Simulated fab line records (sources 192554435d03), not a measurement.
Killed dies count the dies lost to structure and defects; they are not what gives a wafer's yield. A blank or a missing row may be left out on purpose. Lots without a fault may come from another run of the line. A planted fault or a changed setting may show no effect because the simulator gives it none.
8D (eight disciplines) problem report, filled in by code + flow n5-finfet + the parts of the form that need people (team, actions taken, sign-off) are left out

1. THE PROBLEM
Mean of spin-speed-rpm at N5_BEOL_M1_COAT_61: 1578.3 rpm across 6 wafers in 2 lots; on wafers with no fault it is 1500.0 rpm (standard deviation 1.1). Measured from the usual mean, that is +71 standard deviations.
The step: time 60 s, resist thk 60 nm.
First observed at day 8 10:41: wafer L958.1, on litho-track-01. The record has a number at this step for 29 wafers belonging to 11 lots. Rule for "out", or "out of limits": more than 4 standard deviations from the usual mean. Any other wafer with a number is counted as sound.

2. WHAT IT IS, WHAT IT ISN'T
| question                    | is                     | is not                                                                          |
|-----------------------------|------------------------|---------------------------------------------------------------------------------|
| which readings at this step | spin-speed-rpm         | plate-temp-C                                                                    |
| which lots                  | L958, L959             | L948, L949, L953, L954, L955, L956, L965, L968, L970                            |
| which wafers of those lots  | all that have a number | -                                                                               |
| read on which tools         | litho-track-01         | litho-track-03, litho-track-05                                                  |
| when                        | from day 8 10:41       | up to then (15 sound wafers); but 8 sound wafers of L965, L968, L970 came after |

3. SUSPECTS, AND WHAT RULES EACH OUT
Counting: a tool at a process step up to the reading stays a suspect if it ran every lot that is out and no sound lot after the first of them.
- litho-track-01 at N5_BEOL_M1_COAT_61 (time 60 s, resist thk 60 nm): kept. It processed each lot that is out, first L958 at day 8 10:41, and no sound lot thereafter; up to then, the last sound lot it processed was L954 at day 7 08:55. Its own readings are out on those wafers: spin-speed-rpm.
The count leaves litho-track-01 at N5_BEOL_M1_COAT_61.

4. THE CAUSE (what the simulator had put in)
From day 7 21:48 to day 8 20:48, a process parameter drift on litho-track-01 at N5_BEOL_M1_COAT_61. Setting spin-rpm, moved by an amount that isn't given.
The count eliminated every tool but this one.

5. THE CHAIN OF EFFECTS, in route order
Rows list readings where the struck wafers' mean (over those with a number) sits beyond 3 standard deviations from the usual. Readings are gone through only where the record gives a usual standard deviation; hours: the median, over the lots, of the time from a lot's start at the first step in this table giving one to that lot's start at this step; sigmas: the change measured in usual standard deviations.
| hours | step               | reading        | usual      | on struck wafers | change | sigmas |
|-------|--------------------|----------------|------------|------------------|--------|--------|
| 0     | N5_BEOL_M1_COAT_61 | spin-speed-rpm | 1500.0 rpm | 1578.3           | +78.3  | +71    |
The process steps in it:
- N5_BEOL_M1_COAT_61: time 60 s, resist thk 60 nm.
Later steps that measure or inspect, where all struck wafers having a row at the step show a number for every such reading and not one has moved that far: N5_BEOL_M1_CD_MEAS_11, N5_BEOL_M4_RC_MEAS_101.

6. WHAT WOULD HAVE CAUGHT IT SOONER
13 hours passed between the start of the fault at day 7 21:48 and the first reading out of limits in this record, taken at day 8 10:41.
